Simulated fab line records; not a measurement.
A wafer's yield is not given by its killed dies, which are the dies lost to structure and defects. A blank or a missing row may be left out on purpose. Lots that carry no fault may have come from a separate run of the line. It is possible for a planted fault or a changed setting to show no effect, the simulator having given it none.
A lot that was struck, set against a sound lot -- flow n5-finfet -- 21 out of 1938 route steps
Sound: wafers L441.1, L441.2, L441.4. The struck wafers were L437.1, L437.3, L437.4. The cause is given at the end.
Each step with rows lists, per side, the tool, then ch with its chambers, then its first start. Under that, the readings that differ: sound wafers -- struck wafers -- difference of the means -- sigmas: that difference in standard deviations of wafers without a fault.
alike: a reading whose means differ by less than 2 such deviations, as well as words and numbers matching on both sides. not compared: withheld readings; readings where some wafer has no value; bounds like >300 that might hide an equal value; numbers whose values overlap and for which the record gives no deviation.
A row with sigmas, a row that says differs or no value, or rows on one side alone: a step with any of these is where the two part. Non-overlapping numbers with no deviation appear without sigmas and do not part them. A reading that every wafer of one side lacks parts them only if that side has two wafers or more.

first, 7 steps without rows for these wafers: N5_BEOL_M0_ALD_136 (deposits TaN, pulse time 2 s, purge time 3 s, co reactant purge time 2 s); N5_BEOL_M0_SURFACE_TREAT_137; N5_BEOL_M0_CVD_115 (deposits Co from CCTBA/H2, time 120 s); N5_BEOL_M0_SPUTTER_116 (material Cu, target thk 4 nm, time 7.37 s); N5_BEOL_M0_ANNEAL_117 (time 60 s); N5_BEOL_M0_SPUTTER_132 (material Cu, target thk 4 nm, time 7.37 s); N5_BEOL_M0_ANNEAL_133 (time 60 s).
N5_BEOL_M0_SPUTTER_134: material Cu, target thk 4 nm, time 7.37 s.
  sound: pvd-sputter-03 at day 9 08:32; struck: pvd-sputter-01 at day 8 10:44
reading,sound,struck,difference,sigmas
throttle-valve-pct (%),28.6 28.8 30.6,32.8 31.6 30.3,+2.2,+2
  alike: chamber-pressure-pa, chuck-gas-flow-sccm, susceptor-temp-C
N5_BEOL_M0_ANNEAL_135: time 60 s.
  sound: pvd-sputter-03 at day 9 08:37; struck: pvd-sputter-01 at day 8 10:49
  alike: heater-power-w, susceptor-temp-C
N5_BEOL_M0_SPUTTER_141: material Cu, target thk 4 nm, time 7.37 s.
  sound: pvd-sputter-03 at day 9 08:40; struck: pvd-sputter-01 at day 8 10:51
  alike: chamber-pressure-pa, chuck-gas-flow-sccm, susceptor-temp-C, throttle-valve-pct
then, 1 step without rows for these wafers: N5_BEOL_M0_ECD_118 (material Cu, target thk 300 nm).
N5_BEOL_M0_ANNEAL_119: time 90 s.
  sound on rtp-anneal-01 ch 0, day 9 08:59; struck on rtp-anneal-01 ch 0, day 8 11:02
  alike: wafer_temp_C_max
N5_BEOL_M0_CMP_120: polishes, stops on SiOC, t overpolish 6.9 s.
  sound on cmp-04 ch 1,2,3, day 9 09:17; struck on cmp-03 ch 1,2,3, day 8 11:20
  no value came back on the struck wafers for any of 6 readings (barrier-field-endpoint-s (s), clearing-platen-down-force-psi (psi) and others); on the sound wafers barrier-field-endpoint-s (s) reads 3.63 3.65 3.54
reading,sound,struck,difference,sigmas
model.SiOC_of_BEOL_M0_SAQP_ILD_DEP_01.thk-nm (nm),38.2 38.2 38.6,42.6 42.6 43.2,+4.5,
N5_BEOL_M0_PRE_CLEAN_131: time 15 s.
  sound on cvd-co-01 ch 1,2, day 9 09:37; struck on cvd-co-02 ch 0,2, day 8 11:40
  alike: heater-power-w
  not compared: susceptor-temp-C
then, 3 steps without rows for these wafers: N5_BEOL_M0_CO_CAP_123 (material Co, precursor CCTBA/H2, target thk 2 nm, time 102.1 s); N5_BEOL_M0_PRE_CLEAN_124 (time 15 s); N5_BEOL_M0_DEP_125 (deposits SiCN from 3MS/NH3, target thk 8 nm, time 14 s).
N5_BEOL_M0_RS_MEAS_126: measures by four-point-probe.
  sound: film-metro-02 at day 9 09:50; struck: film-metro-02 at day 8 11:54
reading,sound,struck,difference,sigmas
M0_RS (ohm/sq),0.568 0.553 0.545,0.063 0.062 0.063,-0.493,-29
N5_BEOL_M0_INSPECT_127: inspects for defects (darkfield).
  sound: defect-inspect-01 at day 9 09:52; struck: defect-inspect-02 at day 8 11:55
reading,sound,struck,difference,sigmas
raw-defect-count,44 67 78,3526 3554 3588,+3493,+99 or more
N5_BEOL_M4_RC_MEAS_101:
  the record has rows for the sound wafers here (prober-01 ch 0, day 11 21:16) and none for the struck ones
-- record jumps: 7 days separate the struck wafers' starts on either side; left off in module BEOL_M4, taken up again in module PASSIVATION, whose first shown step is the route's number 1936 --
N5_PASSIVATION_PROBE_49:
  sound: prober-02 at day 16 14:22; struck: prober-01 at day 15 03:46
reading,sound,struck,difference,sigmas
defect-limited-yield (%),90.3 91.5 93.5,0 0 0,-92,-76
killed_at_M0_to_M3,41 29 24,1133 1114 1110,+1088,+99 or more
killed-at-other,0 1 0,6 9 12,+9,+3
killed-dies,114 100 77,1180 1180 1180,+1083,+72
killed-on-rim,14 14 8,152 152 152,+140,+39
sort-n-pass,1066 1080 1103,0 0 0,-1083,-72
sort-yield-pct (%),90.3 91.5 93.5,0 0 0,-92,-76
  alike: killed_at_M4_up, killed-at-contacts, killed-at-front-end, killed-open, killed-short, sort_bin_5_function, sort_bin_6_memory, sort_bin_8_speed

== WHERE THEY PART ==
First at N5_BEOL_M0_SPUTTER_134; last, within this record, at N5_PASSIVATION_PROBE_49.

WHY: what had been put in by the simulator
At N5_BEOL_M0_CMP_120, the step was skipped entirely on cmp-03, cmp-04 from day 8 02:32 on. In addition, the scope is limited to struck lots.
